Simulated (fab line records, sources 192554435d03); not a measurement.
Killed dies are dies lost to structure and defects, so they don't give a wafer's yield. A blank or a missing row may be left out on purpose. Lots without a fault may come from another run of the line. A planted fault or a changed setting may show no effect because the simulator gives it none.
Which tool did it? | flow n5_finfet | 24 lots, 72 wafers sampled, at 5 steps of a route of 1938

WHAT THE GAUGES READ, wafer by wafer
N5_GATE_CUT_INSPECT_15: inspects for defects (brightfield).
lot  | measured     | on                | raw_defect_count
L075 | day 4 21:42  | defect_inspect-01 | 92 110 126
L074 | day 5 00:48  | defect_inspect-01 | 136 162 180
L076 | day 5 01:49  | defect_inspect-01 | 166 128 223
L077 | day 5 08:10  | defect_inspect-02 | 155 173 140
L078 | day 5 17:19  | defect_inspect-01 | 133 145 250
L079 | day 5 19:38  | defect_inspect-01 | 179 111 74
L080 | day 6 02:55  | defect_inspect-01 | 109 140 105
L081 | day 6 08:19  | defect_inspect-02 | 107 61 82
L082 | day 6 15:48  | defect_inspect-02 | 162 125 153
L083 | day 6 22:37  | defect_inspect-02 | 186 126 216
L084 | day 7 02:47  | defect_inspect-02 | 174 193 101
L085 | day 7 09:46  | defect_inspect-02 | 163 174 159
L086 | day 7 18:02  | defect_inspect-01 | 95 101 65
L087 | day 8 01:00  | defect_inspect-02 | 155 106 169
L088 | day 8 03:08  | defect_inspect-01 | 140 144 124
L089 | day 8 06:01  | defect_inspect-01 | 112 95 141
L090 | day 8 12:44  | defect_inspect-02 | 301 141 331
L091 | day 8 22:14  | defect_inspect-01 | 107 121 97
L092 | day 9 00:25  | defect_inspect-02 | 147 137 106
L093 | day 9 08:17  | defect_inspect-01 | 142 161 186
L094 | day 9 14:14  | defect_inspect-01 | 109 87 127
L095 | day 9 17:02  | defect_inspect-01 | 95 104 114
L096 | day 9 23:27  | defect_inspect-02 | 159 131 146
L097 | day 10 10:48 | defect_inspect-01 | 95 124 149

N5_GATE_CUT_THK_MEAS_24.
lot  | measured     | on            | GC_FILL_THK (nm)
L075 | day 5 02:50  | film_metro-01 | 221.5 219.8 221.2
L074 | day 5 04:17  | film_metro-02 | 219.1 220.7 220.3
L076 | day 5 05:32  | film_metro-01 | 219.9 219.3 220.3
L077 | day 5 11:29  | film_metro-02 | 217.1 221.0 218.0
L078 | day 5 19:59  | film_metro-01 | 221.9 222.7 225.5
L079 | day 5 22:20  | film_metro-02 | 217.9 220.4 219.2
L080 | day 6 05:57  | film_metro-01 | 215.8 220.4 218.6
L081 | day 6 11:25  | film_metro-01 | 219.1 223.8 222.2
L082 | day 6 18:44  | film_metro-02 | 220.3 215.6 220.5
L083 | day 7 01:16  | film_metro-01 | 218.2 220.9 216.4
L084 | day 7 05:32  | film_metro-01 | 218.2 221.5 221.5
L085 | day 7 12:26  | film_metro-01 | 221.1 218.8 222.4
L086 | day 7 20:41  | film_metro-02 | 217.4 219.9 220.2
L087 | day 8 03:42  | film_metro-01 | 218.0 217.3 220.0
L088 | day 8 06:02  | film_metro-01 | 218.5 220.7 222.5
L089 | day 8 08:43  | film_metro-02 | 220.4 220.8 219.4
L090 | day 8 15:55  | film_metro-02 | 221.6 219.2 220.8
L091 | day 9 01:26  | film_metro-01 | 217.8 216.7 218.9
L092 | day 9 03:04  | film_metro-02 | 219.1 219.7 220.7
L093 | day 9 10:56  | film_metro-01 | 218.4 219.4 221.4
L094 | day 9 16:54  | film_metro-02 | 216.2 221.8 220.1
L095 | day 9 20:41  | film_metro-01 | 218.2 219.7 222.0
L096 | day 10 02:26 | film_metro-02 | 219.4 219.0 220.6
L097 | day 10 13:44 | film_metro-01 | 217.8 220.8 222.7

WHICH TOOL RAN EACH LOT (tool, then ch and the chambers of the sampled wafers, then the start)
lot  | N5_GATE_CUT_STRIP_21                 | N5_GATE_CUT_ALD_22               | N5_GATE_CUT_CMP_23
L075 | plasma_asher-01 ch 0,1, day 4 22:25  | ald_sin-02 ch 2,3, day 5 00:50   | cmp-03 ch 1,2,3, day 5 02:37
L074 | plasma_asher-02 ch 0,1, day 5 01:49  | ald_sin-01 ch 1,2,3, day 5 02:30 | cmp-03 ch 0,1,3, day 5 04:04
L076 | plasma_asher-01 ch 0,1, day 5 03:04  | ald_sin-03 ch 0,1,2, day 5 04:29 | cmp-02 ch 0,1, day 5 05:17
L077 | plasma_asher-02 ch 0,1, day 5 09:17  | ald_sin-03 ch 0,1, day 5 09:43   | cmp-03 ch 2,3, day 5 11:14
L078 | plasma_asher-01 ch 0,1, day 5 18:03  | ald_sin-03 ch 1,3, day 5 18:11   | cmp-04 ch 1,2,3, day 5 19:46
L079 | plasma_asher-01 ch 0,1, day 5 20:23  | ald_sin-01 ch 0,1,3, day 5 20:33 | cmp-03 ch 1,2,3, day 5 22:04
L080 | plasma_asher-01 ch 0,1, day 6 04:01  | ald_sin-02 ch 0,1,3, day 6 04:10 | cmp-04 ch 0,2,3, day 6 05:46
L081 | plasma_asher-02 ch 0,1, day 6 09:08  | ald_sin-01 ch 2,3, day 6 09:34   | cmp-02 ch 1,2,3, day 6 11:12
L082 | plasma_asher-01 ch 0,1, day 6 16:37  | ald_sin-02 ch 0,2,3, day 6 16:57 | cmp-04 ch 1,2,3, day 6 18:26
L083 | plasma_asher-02 ch 0,1, day 6 23:21  | ald_sin-02 ch 1,2, day 6 23:29   | cmp-04 ch 0,1, day 7 00:58
L084 | plasma_asher-02 ch 0,1, day 7 03:35  | ald_sin-02 ch 1,2,3, day 7 03:44 | cmp-04 ch 1,3, day 7 05:14
L085 | plasma_asher-01 ch 0,1, day 7 10:29  | ald_sin-02 ch 0,1,3, day 7 10:39 | cmp-04 ch 1,2,3, day 7 12:08
L086 | plasma_asher-02 ch 0,1, day 7 18:46  | ald_sin-01 ch 0,1,3, day 7 18:55 | cmp-02 ch 0,2,3, day 7 20:31
L087 | plasma_asher-01 ch 1, day 8 01:46    | ald_sin-01 ch 0,2, day 8 01:55   | cmp-04 ch 0,2,3, day 8 03:25
L088 | plasma_asher-01 ch 0,1, day 8 04:05  | ald_sin-01 ch 0,3, day 8 04:15   | cmp-02 ch 2,3, day 8 05:46
L089 | plasma_asher-01 ch 0,1, day 8 06:44  | ald_sin-01 ch 0,3, day 8 06:56   | cmp-02 ch 0,1,3, day 8 08:29
L090 | plasma_asher-01 ch 0,1, day 8 13:27  | ald_sin-01 ch 1,2,3, day 8 14:08 | cmp-04 ch 1,2,3, day 8 15:37
L091 | plasma_asher-01 ch 0,1, day 8 22:59  | ald_sin-02 ch 0,1,3, day 8 23:39 | cmp-04 ch 1,2,3, day 9 01:08
L092 | plasma_asher-02 ch 0,1, day 9 01:08  | ald_sin-02 ch 0,2,3, day 9 01:17 | cmp-04 ch 0,3, day 9 02:47
L093 | plasma_asher-01 ch 0,1, day 9 08:59  | ald_sin-01 ch 0,2,3, day 9 09:09 | cmp-02 ch 0,1,3, day 9 10:40
L094 | plasma_asher-02 ch 0,1, day 9 14:58  | ald_sin-03 ch 0,1,2, day 9 15:07 | cmp-02 ch 0,3, day 9 16:38
L095 | plasma_asher-02 ch 0,1, day 9 18:41  | ald_sin-02 ch 0,3, day 9 18:54   | cmp-04 ch 0,1,2, day 9 20:30
L096 | plasma_asher-01 ch 0,1, day 10 00:30 | ald_sin-03 ch 1,3, day 10 00:39  | cmp-03 ch 0,1,2, day 10 02:08
L097 | plasma_asher-01 ch 0,1, day 10 11:47 | ald_sin-02 ch 0,3, day 10 11:56  | cmp-02 ch 1,2, day 10 13:26
- N5_GATE_CUT_STRIP_21: strips in N2/H2, time 30 s.
- N5_GATE_CUT_ALD_22: deposits SiNx, target thk 16 nm, pulse time 1 s, ald cycles 320.
- N5_GATE_CUT_CMP_23: polishes, stops on SiO2, t overpolish 23.4 s, target thk 16 nm.

WHAT THE TOOLS THEMSELVES READ (means of the sampled wafers that have a number; where no wafer has one, the mark that the record gives instead)
N5_GATE_CUT_STRIP_21.
lot  | tool            | drypump_motor_current_A (A) | heater_power_w (W)
L075 | plasma_asher-01 | 5.82                        | 373
L074 | plasma_asher-02 | 6.29                        | 357
L076 | plasma_asher-01 | 5.85                        | 379
L077 | plasma_asher-02 | 6.19                        | 342
L078 | plasma_asher-01 | 5.79                        | 372
L079 | plasma_asher-01 | 5.78                        | 376
L080 | plasma_asher-01 | 5.81                        | 372
L081 | plasma_asher-02 | 6.29                        | 357
L082 | plasma_asher-01 | 5.84                        | 376
L083 | plasma_asher-02 | 6.19                        | 341
L084 | plasma_asher-02 | 6.20                        | 337
L085 | plasma_asher-01 | 5.84                        | 372
L086 | plasma_asher-02 | 6.29                        | 352
L087 | plasma_asher-01 | 5.91                        | 375
L088 | plasma_asher-01 | 5.80                        | 380
L089 | plasma_asher-01 | 5.78                        | 376
L090 | plasma_asher-01 | 5.77                        | 378
L091 | plasma_asher-01 | 5.85                        | 373
L092 | plasma_asher-02 | 6.20                        | 335
L093 | plasma_asher-01 | 5.86                        | 369
L094 | plasma_asher-02 | 6.20                        | 338
L095 | plasma_asher-02 | 6.29                        | 352
L096 | plasma_asher-01 | 5.88                        | 378
L097 | plasma_asher-01 | 5.78                        | 376

N5_GATE_CUT_ALD_22.
lot  | tool       | heater_power_w (W) | precursor_pulse_height_rel
L075 | ald_sin-02 | 926                | 0.991
L074 | ald_sin-01 | 854                | 1.001
L076 | ald_sin-03 | 801                | 0.989
L077 | ald_sin-03 | 790                | 1.005
L078 | ald_sin-03 | 753                | 1.014
L079 | ald_sin-01 | 867                | 1.001
L080 | ald_sin-02 | 907                | 0.986
L081 | ald_sin-01 | 863                | 1.013
L082 | ald_sin-02 | 939                | 1.013
L083 | ald_sin-02 | 880                | 0.994
L084 | ald_sin-02 | 895                | 1.013
L085 | ald_sin-02 | 925                | 1.004
L086 | ald_sin-01 | 871                | 0.977
L087 | ald_sin-01 | 956                | 1.011
L088 | ald_sin-01 | 937                | 0.994
L089 | ald_sin-01 | 916                | 1.003
L090 | ald_sin-01 | 843                | 0.995
L091 | ald_sin-02 | 915                | 1.001
L092 | ald_sin-02 | 948                | 1.001
L093 | ald_sin-01 | 893                | 1.015
L094 | ald_sin-03 | 796                | 0.997
L095 | ald_sin-02 | 955                | 1.012
L096 | ald_sin-03 | 773                | 0.994
L097 | ald_sin-02 | 971                | 1.017

N5_GATE_CUT_CMP_23.
lot  | tool   | head_pressure_psi (psi) | motor_current_A (A) | overpolish_run_s (s) | time_to_endpoint_s (s)
L075 | cmp-03 | 2.501                   | 8.9                 | 23.397               | 18.5
L074 | cmp-03 | 2.497                   | 8.7                 | 23.396               | 16.0
L076 | cmp-02 | 2.505                   | 10.5                | 23.395               | 18.3
L077 | cmp-03 | 2.499                   | 9.1                 | 23.399               | 15.2
L078 | cmp-04 | 2.501                   | 9.1                 | 23.409               | 17.4
L079 | cmp-03 | 2.496                   | 8.5                 | 23.393               | 18.2
L080 | cmp-04 | 2.497                   | 9.1                 | 23.400               | 17.5
L081 | cmp-02 | 2.500                   | 9.5                 | 23.399               | 14.3
L082 | cmp-04 | 2.502                   | 8.7                 | 23.393               | 17.4
L083 | cmp-04 | 2.503                   | 9.2                 | 23.405               | 18.9
L084 | cmp-04 | 2.503                   | 9.9                 | 23.404               | 14.5
L085 | cmp-04 | 2.500                   | 8.9                 | 23.396               | 16.6
L086 | cmp-02 | 2.499                   | 8.9                 | 23.399               | 18.1
L087 | cmp-04 | 2.498                   | 9.6                 | 23.400               | 17.7
L088 | cmp-02 | 2.509                   | 8.1                 | 23.405               | 17.6
L089 | cmp-02 | 2.498                   | 9.9                 | 23.402               | 15.0
L090 | cmp-04 | 2.496                   | 9.1                 | 23.397               | 15.5
L091 | cmp-04 | 2.498                   | 8.8                 | 23.405               | 18.7
L092 | cmp-04 | 2.502                   | 10.2                | 23.411               | 16.7
L093 | cmp-02 | 2.502                   | 9.9                 | 23.401               | 17.0
L094 | cmp-02 | 2.492                   | 9.5                 | 23.402               | 15.7
L095 | cmp-04 | 2.504                   | 8.7                 | 23.403               | 20.0
L096 | cmp-03 | 2.497                   | 8.9                 | 23.402               | 14.6
L097 | cmp-02 | 2.506                   | 9.8                 | 23.401               | 19.6

THE ANSWER, worked out from the rows above alone
Rule: what is usual is taken from the lots themselves. Put in order of their means at a reading, lots are off if they are a third of the lots or fewer, leave a main group of 4 or more, and stand apart from it by a gap of 3 or more times the standard deviation of the main group's means; of several such gaps the widest counts. A main group whose means are all the same, to the digits that the tables above print for the reading, isn't used. A lot without any number at a reading at which 4 lots or more have one is off too. The other lots that the step has rows for count as sound. The gauges are gone through in route order, then the tools' own readings, and for those a lot's mean is taken as printed above. The first step at which some lot is off is used, and at that step the reading that is off furthest; a lot without a number counts as furthest.
No lot is off at any reading shown: from this, nothing can be told.

WHAT THE SIMULATOR HAD PUT IN
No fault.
